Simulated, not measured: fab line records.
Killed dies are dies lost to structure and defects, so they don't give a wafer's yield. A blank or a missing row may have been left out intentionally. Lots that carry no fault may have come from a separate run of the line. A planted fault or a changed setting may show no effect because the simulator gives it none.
Which tool was responsible? -- flow nand_harc -- Sampling: 12 lots, 36 wafers, 3 of 1159 route steps

WHAT EACH GAUGE READ, for each wafer
NHARC_P_CONTACT_CD_MEAS_12 targets a cd of 90 nm.
lot,measured,on,cd_nm (nm)
L075,day 6 00:35,cd_sem-02,90.8 90.2 91.1
L077,day 6 05:57,cd_sem-02,91.5 90.3 90.6
L079,day 6 19:46,cd_sem-03,89.9 89.8 89.1
L081,day 7 00:28,cd_sem-02,90.9 90.4 90.1
L083,day 7 17:20,cd_sem-01,89.4 91.1 91.0
L085,day 8 02:40,cd_sem-02,89.8 90.3 89.2
L087,day 8 18:56,cd_sem-01,91.5 91.2 91.3
L089,day 9 11:44,cd_sem-02,89.4 89.9 89.5
L091,day 9 20:58,cd_sem-03,90.6 89.7 90.5
L093,day 10 08:53,cd_sem-02,90.8 90.3 89.9
L095,day 10 20:07,cd_sem-02,89.8 89.7 90.3
L097,day 11 20:09,cd_sem-01,90.0 90.5 90.9

TOOL THAT RAN EACH LOT (tool first, then ch and the chambers of the sampled wafers, then the start)
lot,NHARC_P_ZERO_WELL_DESCUM_39,NHARC_P_ZERO_WELL_RTA_42
L075,"rie_diel-07 ch 0,1,2, day 1 22:40","rtp_anneal-02 ch 0, day 2 01:22"
L077,"rie_diel-11 ch 0,1, day 2 10:14","rtp_anneal-01 ch 0, day 2 12:44"
L079,"rie_diel-07 ch 0,1,2, day 2 22:17","rtp_anneal-01 ch 0, day 3 00:48"
L081,"rie_diel-11 ch 0,1,2, day 3 10:25","rtp_anneal-01 ch 0, day 3 12:54"
L083,"rie_diel-01 ch 0,2,3, day 3 22:10","rtp_anneal-01 ch 0, day 4 00:38"
L085,"rie_diel-07 ch 0,3, day 4 10:25","rtp_anneal-02 ch 0, day 4 13:08"
L087,"rie_diel-01 ch 0,2, day 4 22:25","rtp_anneal-02 ch 0, day 5 01:12"
L089,"rie_diel-07 ch 2,3, day 5 10:26","rtp_anneal-01 ch 0, day 5 13:02"
L091,"rie_diel-01 ch 2,3, day 5 22:28","rtp_anneal-01 ch 0, day 6 01:25"
L093,"rie_diel-01 ch 2,3, day 6 10:16","rtp_anneal-01 ch 0, day 6 12:47"
L095,"rie_diel-07 ch 0,1,3, day 6 22:35","rtp_anneal-02 ch 0, day 7 01:22"
L097,"rie_diel-01 ch 0,1,2, day 7 10:13","rtp_anneal-01 ch 0, day 7 13:06"
- NHARC_P_ZERO_WELL_DESCUM_39: chemistry O2, time 3 s.
- NHARC_P_ZERO_WELL_RTA_42: time 300 s.

THE ANSWER, worked out from the rows above alone
Rule: the usual values come from the lots themselves. The widest of any qualifying gaps counts: lots, ordered by their means at a reading, are off when they make up no more than a third of the lots, leave a main group of 4 or more, and stand apart from it by 3 or more times the standard deviation of that group's means. If all means in a main group match to the digits the tables above print for the reading, that group is not used. A lot without any number at a reading at which 4 lots or more have one is off too. Where the step has rows for the other lots, those lots are counted as sound.
No lot is off at any reading shown: from this, nothing can be told.

WHAT HAD BEEN PUT IN BY THE SIMULATOR
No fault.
